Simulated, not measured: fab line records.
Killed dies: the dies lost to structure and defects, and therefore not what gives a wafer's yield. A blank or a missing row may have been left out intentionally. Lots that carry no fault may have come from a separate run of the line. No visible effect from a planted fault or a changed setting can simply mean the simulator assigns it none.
The tool behind it: which one? :: flow nand_harc :: Sampling: 13 lots, 38 wafers, 5 of 1159 route steps

## WHAT EACH GAUGE READ, for each wafer
NHARC_A_M1_INSPECT_27.
lot: L905
measured: day 17 23:44
on: defect_inspect-02
raw_defect_count: 517 386 440

lot: L908
measured: day 18 04:17
on: defect_inspect-02
raw_defect_count: 436 465 475

lot: L904
measured: day 18 06:46
on: defect_inspect-01
raw_defect_count: 424 457 321

lot: L906
measured: day 18 12:02
on: defect_inspect-02
raw_defect_count: 307 366 387

lot: L910
measured: day 18 23:54
on: defect_inspect-01
raw_defect_count: 585 554 526

lot: L911
measured: day 19 04:40
on: defect_inspect-01
raw_defect_count: 515 426 405

lot: L912
measured: day 19 20:52
on: defect_inspect-01
raw_defect_count: 447 366 441

lot: L913
measured: day 20 04:02
on: defect_inspect-02
raw_defect_count: 388 332 298

lot: L914
measured: day 20 09:01
on: defect_inspect-01
raw_defect_count: 459 570 460

lot: L918
measured: day 21 03:11
on: defect_inspect-02
raw_defect_count: 371 459 416

lot: L919
measured: day 21 05:38
on: defect_inspect-02
raw_defect_count: 474 625 469

lot: L917
measured: day 21 09:10
on: defect_inspect-01
raw_defect_count: 509 433 533

lot: L921
measured: day 22 06:30
on: defect_inspect-02
raw_defect_count: 4775 4764

NHARC_A_BONDPAD_THK_MEAS_30: measures by ellipsometry.
lot: L905
measured: day 18 01:13
on: film_metro-02
thk_nm (nm): 198.3 197.8 199.5

lot: L908
measured: day 18 05:39
on: film_metro-02
thk_nm (nm): 199.3 201.1 200.7

lot: L904
measured: day 18 08:10
on: film_metro-02
thk_nm (nm): 197.8 197.7 198.3

lot: L906
measured: day 18 13:40
on: film_metro-02
thk_nm (nm): 199.6 199.4 199.0

lot: L910
measured: day 19 01:16
on: film_metro-02
thk_nm (nm): 197.3 200.8 198.4

lot: L911
measured: day 19 06:04
on: film_metro-01
thk_nm (nm): 197.8 197.7 199.5

lot: L912
measured: day 19 22:14
on: film_metro-01
thk_nm (nm): 199.9 198.5 198.5

lot: L913
measured: day 20 05:25
on: film_metro-01
thk_nm (nm): 201.5 199.5 197.6

lot: L914
measured: day 20 10:24
on: film_metro-02
thk_nm (nm): 199.8 201.0 200.4

lot: L918
measured: day 21 04:32
on: film_metro-01
thk_nm (nm): 200.9 202.1 201.5

lot: L919
measured: day 21 07:13
on: film_metro-02
thk_nm (nm): 199.8 200.1 199.5

lot: L917
measured: day 21 10:31
on: film_metro-02
thk_nm (nm): 201.9 199.1 197.9

## EACH LOT AND THE TOOL THAT RAN IT (in order: tool; ch and the chambers of the sampled wafers; start)
lot: L905
NHARC_A_M1_ETCH_28: rie_diel-09 ch 0,3, day 17 23:16 or earlier
NHARC_A_M1_CMP_23: cmp-01 ch 0,1, day 17 23:16
NHARC_A_M1_PRE_CLEAN_32: pecvd-04 ch 1,2, day 17 23:53

lot: L908
NHARC_A_M1_ETCH_28: rie_diel-05 ch 0,2, day 18 03:48 or earlier
NHARC_A_M1_CMP_23: cmp-04 ch 0,1, day 18 03:48
NHARC_A_M1_PRE_CLEAN_32: pecvd-03 ch 0,1,2, day 18 04:22

lot: L904
NHARC_A_M1_ETCH_28: rie_diel-05 ch 0,1,3, day 18 06:18 or earlier
NHARC_A_M1_CMP_23: cmp-01 ch 0,1, day 18 06:18
NHARC_A_M1_PRE_CLEAN_32: pecvd-03 ch 0,1,2, day 18 06:50

lot: L906
NHARC_A_M1_ETCH_28: rie_diel-07 ch 1,3, day 18 11:34 or earlier
NHARC_A_M1_CMP_23: cmp-01 ch 1,3, day 18 11:34
NHARC_A_M1_PRE_CLEAN_32: pecvd-03 ch 1,2, day 18 12:07

lot: L910
NHARC_A_M1_ETCH_28: rie_diel-07 ch 0,1, day 18 23:27 or earlier
NHARC_A_M1_CMP_23: cmp-01 ch 0,2, day 18 23:27
NHARC_A_M1_PRE_CLEAN_32: pecvd-04 ch 0,1,2, day 19 00:00

lot: L911
NHARC_A_M1_ETCH_28: rie_diel-05 ch 1,2,3, day 19 04:11 or earlier
NHARC_A_M1_CMP_23: cmp-03 ch 0,1, day 19 04:11
NHARC_A_M1_PRE_CLEAN_32: pecvd-04 ch 0,2, day 19 04:45

lot: L912
NHARC_A_M1_ETCH_28: rie_diel-09 ch 0,1,3, day 19 20:23 or earlier
NHARC_A_M1_CMP_23: cmp-04 ch 0,1, day 19 20:23
NHARC_A_M1_PRE_CLEAN_32: pecvd-03 ch 0,1,2, day 19 20:58

lot: L913
NHARC_A_M1_ETCH_28: rie_diel-07 ch 0,2,3, day 20 03:35 or earlier
NHARC_A_M1_CMP_23: cmp-01 ch 1,2,3, day 20 03:35
NHARC_A_M1_PRE_CLEAN_32: pecvd-02 ch 0,1, day 20 04:07

lot: L914
NHARC_A_M1_ETCH_28: rie_diel-09 ch 1,2,3, day 20 08:33 or earlier
NHARC_A_M1_CMP_23: cmp-03 ch 1,2,3, day 20 08:33
NHARC_A_M1_PRE_CLEAN_32: pecvd-03 ch 0,1,2, day 20 09:05

lot: L918
NHARC_A_M1_ETCH_28: rie_diel-05 ch 1,2, day 21 02:44 or earlier
NHARC_A_M1_CMP_23: cmp-01 ch 1,2, day 21 02:44
NHARC_A_M1_PRE_CLEAN_32: pecvd-02 ch 1,2, day 21 03:15

lot: L919
NHARC_A_M1_ETCH_28: rie_diel-09 ch 0,3, day 21 05:09 or earlier
NHARC_A_M1_CMP_23: cmp-04 ch 0,1,2, day 21 05:09
NHARC_A_M1_PRE_CLEAN_32: pecvd-04 ch 0,1, day 21 05:55

lot: L917
NHARC_A_M1_ETCH_28: rie_diel-05 ch 0,2,3, day 21 08:45 or earlier
NHARC_A_M1_CMP_23: cmp-04 ch 0,1,2, day 21 08:45
NHARC_A_M1_PRE_CLEAN_32: pecvd-03 ch 0,1,2, day 21 09:16

lot: L921
NHARC_A_M1_ETCH_28: rie_diel-05 ch 2,3, day 22 06:02 or earlier
NHARC_A_M1_CMP_23: cmp-01 ch 2,3, day 22 06:02
NHARC_A_M1_PRE_CLEAN_32: pecvd-02 ch 1,2, day 22 06:38
- NHARC_A_M1_ETCH_28: etches the open film in CF4/N2, target depth 30 nm, time 72.99 s.
- NHARC_A_M1_CMP_23: polishes, t overpolish 20 s, target thk 154.34 nm.
- NHARC_A_M1_PRE_CLEAN_32: time 12 s.

## WHAT THE TOOLS THEMSELVES READ (means of the sampled wafers that have a number; where no wafer has one, the mark that the record gives instead)
NHARC_A_M1_ETCH_28.
lot: L905
tool: rie_diel-09
drypump_motor_current_A (A): 5.7
n2_flow_sccm (sccm): 100.2
oes_product_au (a.u.): 1.002
rf_vpp_V (V): 311.6
showerhead_plenum_p_Torr (Torr): 2.54
throttle_valve_pct (%): 19.802

lot: L908
tool: rie_diel-05
drypump_motor_current_A (A): 6.0
n2_flow_sccm (sccm): 99.7
oes_product_au (a.u.): 0.995
rf_vpp_V (V): 312.8
showerhead_plenum_p_Torr (Torr): 2.57
throttle_valve_pct (%): 19.796

lot: L904
tool: rie_diel-05
drypump_motor_current_A (A): 6.0
n2_flow_sccm (sccm): 99.9
oes_product_au (a.u.): 1.003
rf_vpp_V (V): 314.6
showerhead_plenum_p_Torr (Torr): 2.61
throttle_valve_pct (%): 19.789

lot: L906
tool: rie_diel-07
drypump_motor_current_A (A): 5.3
n2_flow_sccm (sccm): 100.0
oes_product_au (a.u.): 1.009
rf_vpp_V (V): 312.6
showerhead_plenum_p_Torr (Torr): 2.55
throttle_valve_pct (%): 19.787

lot: L910
tool: rie_diel-07
drypump_motor_current_A (A): 5.3
n2_flow_sccm (sccm): 100.1
oes_product_au (a.u.): 1.015
rf_vpp_V (V): 314.4
showerhead_plenum_p_Torr (Torr): 2.68
throttle_valve_pct (%): 19.783

lot: L911
tool: rie_diel-05
drypump_motor_current_A (A): 6.3
n2_flow_sccm (sccm): 100.0
oes_product_au (a.u.): 1.003
rf_vpp_V (V): 313.9
showerhead_plenum_p_Torr (Torr): 2.64
throttle_valve_pct (%): 19.792

lot: L912
tool: rie_diel-09
drypump_motor_current_A (A): 5.6
n2_flow_sccm (sccm): 99.6
oes_product_au (a.u.): 1.005
rf_vpp_V (V): 313.3
showerhead_plenum_p_Torr (Torr): 2.60
throttle_valve_pct (%): 19.789

lot: L913
tool: rie_diel-07
drypump_motor_current_A (A): 5.2
n2_flow_sccm (sccm): 99.9
oes_product_au (a.u.): 1.007
rf_vpp_V (V): 314.2
showerhead_plenum_p_Torr (Torr): 2.64
throttle_valve_pct (%): 19.797

lot: L914
tool: rie_diel-09
drypump_motor_current_A (A): 5.6
n2_flow_sccm (sccm): 100.0
oes_product_au (a.u.): 0.996
rf_vpp_V (V): 314.8
showerhead_plenum_p_Torr (Torr): 2.68
throttle_valve_pct (%): 19.786

lot: L918
tool: rie_diel-05
drypump_motor_current_A (A): 6.5
n2_flow_sccm (sccm): 100.1
oes_product_au (a.u.): 0.987
rf_vpp_V (V): 314.1
showerhead_plenum_p_Torr (Torr): 2.65
throttle_valve_pct (%): 19.796

lot: L919
tool: rie_diel-09
drypump_motor_current_A (A): 5.7
n2_flow_sccm (sccm): 100.1
oes_product_au (a.u.): 1.009
rf_vpp_V (V): 311.9
showerhead_plenum_p_Torr (Torr): 2.54
throttle_valve_pct (%): 19.786

lot: L917
tool: rie_diel-05
drypump_motor_current_A (A): 6.0
n2_flow_sccm (sccm): 100.0
oes_product_au (a.u.): 0.997
rf_vpp_V (V): 313.7
showerhead_plenum_p_Torr (Torr): 2.58
throttle_valve_pct (%): 19.796

lot: L921
tool: rie_diel-05
drypump_motor_current_A (A): 6.2
n2_flow_sccm (sccm): 99.7
oes_product_au (a.u.): 0.998
rf_vpp_V (V): 313.7
showerhead_plenum_p_Torr (Torr): 2.60
throttle_valve_pct (%): 19.800

NHARC_A_M1_CMP_23.
lot: L905
tool: cmp-01
motor_current_A (A): 11.3
time_to_endpoint_s (s): 27.6

lot: L908
tool: cmp-04
motor_current_A (A): 11.4
time_to_endpoint_s (s): 28.4

lot: L904
tool: cmp-01
motor_current_A (A): 11.3
time_to_endpoint_s (s): 28.8

lot: L906
tool: cmp-01
motor_current_A (A): 11.3
time_to_endpoint_s (s): 27.2

lot: L910
tool: cmp-01
motor_current_A (A): 12.6
time_to_endpoint_s (s): 29.5

lot: L911
tool: cmp-03
motor_current_A (A): 11.4
time_to_endpoint_s (s): 27.2

lot: L912
tool: cmp-04
motor_current_A (A): 11.4
time_to_endpoint_s (s): 23.9

lot: L913
tool: cmp-01
motor_current_A (A): 11.8
time_to_endpoint_s (s): 29.2

lot: L914
tool: cmp-03
motor_current_A (A): 11.3
time_to_endpoint_s (s): 26.6

lot: L918
tool: cmp-01
motor_current_A (A): 11.5
time_to_endpoint_s (s): 30.8

lot: L919
tool: cmp-04
motor_current_A (A): 12.0
time_to_endpoint_s (s): 26.7

lot: L917
tool: cmp-04
motor_current_A (A): 12.5
time_to_endpoint_s (s): 26.8

lot: L921
tool: cmp-01
motor_current_A (A): 12.3
time_to_endpoint_s (s): 37.8

NHARC_A_M1_PRE_CLEAN_32.
lot: L905
tool: pecvd-04
heater_power_w (W): 743

lot: L908
tool: pecvd-03
heater_power_w (W): 697

lot: L904
tool: pecvd-03
heater_power_w (W): 697

lot: L906
tool: pecvd-03
heater_power_w (W): 703

lot: L910
tool: pecvd-04
heater_power_w (W): 690

lot: L911
tool: pecvd-04
heater_power_w (W): 787

lot: L912
tool: pecvd-03
heater_power_w (W): 679

lot: L913
tool: pecvd-02
heater_power_w (W): 596

lot: L914
tool: pecvd-03
heater_power_w (W): 676

lot: L918
tool: pecvd-02
heater_power_w (W): 591

lot: L919
tool: pecvd-04
heater_power_w (W): 655

lot: L917
tool: pecvd-03
heater_power_w (W): 681

lot: L921
tool: pecvd-02
heater_power_w (W): 654

## THE ANSWER, worked out from the rows above alone
Rule: usual is defined by the lots themselves. Put in order of their means at a reading, lots are off if they are a third of the lots or fewer, leave a main group of 4 or more, and stand apart from it by a gap of 3 or more times the standard deviation of the main group's means; of several such gaps the widest counts. A main group is skipped when, at the precision printed for the reading in the tables above, its means are all equal. A lot without any number at a reading at which 4 lots or more have one is off too. The other lots that the step has rows for count as sound. First the gauges in route order, then the tools' own readings, where a lot's mean is used as printed above. At the first step where some lot is off, the reading lying furthest off is the one used; lots without a number count as furthest.
Off: L921, at NHARC_A_M1_INSPECT_27 (raw_defect_count). The main group has a mean of 446 with a standard deviation of 62.
A tool fits if, at a process step before that reading, it ran every lot that is off, and no sound lot after the first of them. Not tried: the gauges at NHARC_A_M1_INSPECT_27; whatever is off there is also off at NHARC_A_M1_CMP_23, on other tools, and gauge error can't account for it. NHARC_A_M1_ETCH_28: start missing for some lots; hours and lot order therefore follow NHARC_A_M1_CMP_23. Undecided on this evidence; 2 tools fit (rie_diel-05 at NHARC_A_M1_ETCH_28, cmp-01 at NHARC_A_M1_CMP_23).

## WHAT THE SIMULATOR HAD PUT IN
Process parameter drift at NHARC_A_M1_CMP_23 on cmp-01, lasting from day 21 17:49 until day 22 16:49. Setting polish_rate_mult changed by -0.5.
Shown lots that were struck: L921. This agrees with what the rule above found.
